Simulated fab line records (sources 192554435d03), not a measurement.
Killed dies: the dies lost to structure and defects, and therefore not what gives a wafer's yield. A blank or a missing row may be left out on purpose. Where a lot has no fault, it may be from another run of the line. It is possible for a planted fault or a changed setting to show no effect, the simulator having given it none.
Which tool did it? | flow n5Finfet | Sampling: 11 lots, 33 wafers, 5 of 1938 route steps

== WHAT THE GAUGES SHOWED, per wafer ==
N5_MIM_TOP_LITHO_INSPECT_12: inspects for defects (macro).
lot  | measured     | on               | rawDefectCount
L983 | day 14 02:45 | defectInspect-01 | 2 1 2
L986 | day 14 15:07 | defectInspect-02 | 2 3 2
L989 | day 14 19:28 | defectInspect-02 | 3 3 2
L985 | day 14 21:48 | defectInspect-01 | 1 0 0
L992 | day 15 21:44 | defectInspect-02 | 0 0 1
L994 | day 16 05:07 | defectInspect-02 | 6 0 2
L996 | day 17 04:11 | defectInspect-02 | 1 1 1
L998 | day 17 16:42 | defectInspect-01 | 1 1 2
L100 | day 17 18:58 | defectInspect-01 | 4 1 2
L101 | day 17 20:01 | defectInspect-01 | 2 3 1
L102 | day 18 05:27 | defectInspect-02 | 6 0 2

N5_PASSIVATION_INSPECT_67: inspects for defects (macro).
lot  | measured     | on               | rawDefectCount
L983 | day 14 08:59 | defectInspect-02 | 1 2 1
L986 | day 14 23:43 | defectInspect-01 | 4 1 5
L989 | day 15 04:02 | defectInspect-01 | 3 2 0
L985 | day 15 04:11 | defectInspect-01 | 2 2 0
L992 | day 16 04:20 | defectInspect-02 | 1 1 1
L994 | day 16 13:31 | defectInspect-02 | 0 3 1
L996 | day 17 10:31 | defectInspect-01 | 3 1 2
L998 | day 17 22:45 | defectInspect-01 | >300 >300 >300
L100 | day 18 01:20 | defectInspect-02 | 3 2 2
L101 | day 18 02:02 | defectInspect-01 | >300 >300 >300
L102 | day 18 15:07 | defectInspect-01 | 3 1 2

== EACH LOT AND THE TOOL THAT RAN IT (in order: tool; ch and the chambers of the sampled wafers; start) ==
lot  | N5_MIM_TOP_ALD_00               | N5_MIM_TOP_ETCH_PECVD_03        | N5_PASSIVATION_PECVD_35
L983 | aldHk-03 ch 0,2, day 13 23:34   | pecvd-02 ch 0,1,2, day 14 03:19 | pecvd-03 ch 1, day 14 08:27
L986 | aldHk-03 ch 0,1,3, day 14 13:49 | pecvd-03 ch 0,1,2, day 14 15:26 | pecvd-02 ch 0,1, day 14 23:07
L989 | aldHk-03 ch 2,3, day 14 16:52   | pecvd-02 ch 0,1,2, day 14 19:48 | pecvd-02 ch 0,2, day 15 03:32
L985 | aldHk-03 ch 0,1,3, day 14 20:05 | pecvd-02 ch 0,2, day 14 22:27   | pecvd-03 ch 0,1, day 15 03:43
L992 | aldHk-02 ch 1,2, day 15 20:47   | pecvd-02 ch 1,2, day 15 22:48   | pecvd-02 ch 0,1,2, day 16 03:50
L994 | aldHk-03 ch 0,1,3, day 16 03:17 | pecvd-04 ch 0,1, day 16 05:27   | pecvd-01 ch 0,2, day 16 12:58
L996 | aldHk-01 ch 2,3, day 17 02:59   | pecvd-04 ch 0,2, day 17 04:31   | pecvd-03 ch 1,2, day 17 09:54
L998 | aldHk-02 ch 2,3, day 17 12:54   | pecvd-03 ch 1,2, day 17 17:02   | pecvd-02 ch 1,2, day 17 22:16
L100 | aldHk-03 ch 0,1, day 17 17:21   | pecvd-02 ch 1,2, day 17 19:17   | pecvd-03 ch 0,1, day 18 00:44
L101 | aldHk-03 ch 0,1,2, day 17 17:59 | pecvd-02 ch 0,2, day 17 20:22   | pecvd-02 ch 0,2, day 18 01:33
L102 | aldHk-03 ch 0,2,3, day 18 03:54 | pecvd-03 ch 0,1,2, day 18 05:47 | pecvd-01 ch 0,1, day 18 14:37
- N5_MIM_TOP_ALD_00: deposits Al2O3, purge time 3 s, co reactant pulse time 3 s.
- N5_MIM_TOP_ETCH_PECVD_03: deposits SiNx from SiH4/NH3/N2, target thk 20 nm, time 17.6 s.
- N5_PASSIVATION_PECVD_35: deposits SiNx from SiH4/NH3/N2, target thk 700 nm, time 151.3 s.

== AS READ BY THE TOOLS THEMSELVES (means over the sampled wafers that have a number; for cases with no such wafer, the mark the record gives instead) ==
N5_MIM_TOP_ALD_00.
lot  | tool     | precursorPulseHeightRel
L983 | aldHk-03 | 1.015
L986 | aldHk-03 | 1.041
L989 | aldHk-03 | 1.027
L985 | aldHk-03 | 1.003
L992 | aldHk-02 | 0.991
L994 | aldHk-03 | 1.003
L996 | aldHk-01 | 1.000
L998 | aldHk-02 | 0.991
L100 | aldHk-03 | 0.998
L101 | aldHk-03 | 0.998
L102 | aldHk-03 | 0.999

N5_MIM_TOP_ETCH_PECVD_03.
lot  | tool     | heaterPowerW (W) | showerheadPlenumPTorr (Torr) | throttleValvePct (%)
L983 | pecvd-02 | 760              | 5.14                         | 39.3
L986 | pecvd-03 | 718              | 5.08                         | 40.0
L989 | pecvd-02 | 686              | 5.15                         | 39.3
L985 | pecvd-02 | 808              | 5.17                         | 39.5
L992 | pecvd-02 | 707              | 5.11                         | 39.8
L994 | pecvd-04 | 753              | 5.16                         | 39.1
L996 | pecvd-04 | 784              | 5.17                         | 41.3
L998 | pecvd-03 | 661              | 5.05                         | 39.5
L100 | pecvd-02 | 734              | 5.12                         | 39.5
L101 | pecvd-02 | 813              | 5.16                         | 39.6
L102 | pecvd-03 | 675              | 5.08                         | 40.3

N5_PASSIVATION_PECVD_35.
lot  | tool     | heaterPowerW (W) | showerheadPlenumPTorr (Torr) | throttleValvePct (%)
L983 | pecvd-03 | 358              | 8.60                         | 28.3
L986 | pecvd-02 | 399              | 8.72                         | 28.6
L989 | pecvd-02 | 447              | 8.70                         | 28.9
L985 | pecvd-03 | 303              | 8.63                         | 29.8
L992 | pecvd-02 | 324              | 8.68                         | 28.8
L994 | pecvd-01 | 286              | 8.70                         | 28.5
L996 | pecvd-03 | 362              | 8.59                         | 28.9
L998 | pecvd-02 | 280              | 8.65                         | 29.3
L100 | pecvd-03 | 374              | 8.60                         | 29.0
L101 | pecvd-02 | 380              | 8.67                         | 29.4
L102 | pecvd-01 | 296              | 8.64                         | 31.0

== THE ANSWER, worked out from the rows above alone ==
Rule: what is usual is taken from the lots themselves. The widest of any qualifying gaps counts: lots, ordered by their means at a reading, are off when they make up no more than a third of the lots, leave a main group of 4 or more, and stand apart from it by 3 or more times the standard deviation of that group's means. If all means in a main group match to the digits the tables above print for the reading, that group is not used. Also off: a lot with no number at a reading for which 4 or more lots have one. Where the step has rows for the other lots, those lots are counted as sound. Order of review: gauges by route order, followed by the tools' own readings, for which a lot's mean as printed above is used. At the first step where some lot is off, the reading lying furthest off is the one used; lots without a number count as furthest.
Off, at N5_PASSIVATION_INSPECT_67 on rawDefectCount: L998, L101. Without a number there: L998, L101. Main group: mean 1.8, sd 0.67.
A tool fits if, at a process step before that reading, it ran every lot that is off, and no sound lot after the first of them. Gauges at N5_PASSIVATION_INSPECT_67: tried the same way as those tools. One fits: N5_PASSIVATION_PECVD_35 on pecvd-02. A fault onset in the window from L992 (day 16 03:50, its last sound lot) to L998 (day 17 22:16, its first lot off) fits.

== WHAT WAS PUT IN BY THE SIMULATOR ==
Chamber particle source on pecvd-02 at N5_PASSIVATION_PECVD_35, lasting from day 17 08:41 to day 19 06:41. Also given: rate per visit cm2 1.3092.
Struck lots among those shown: L998, L101. This agrees with what the rule above found.
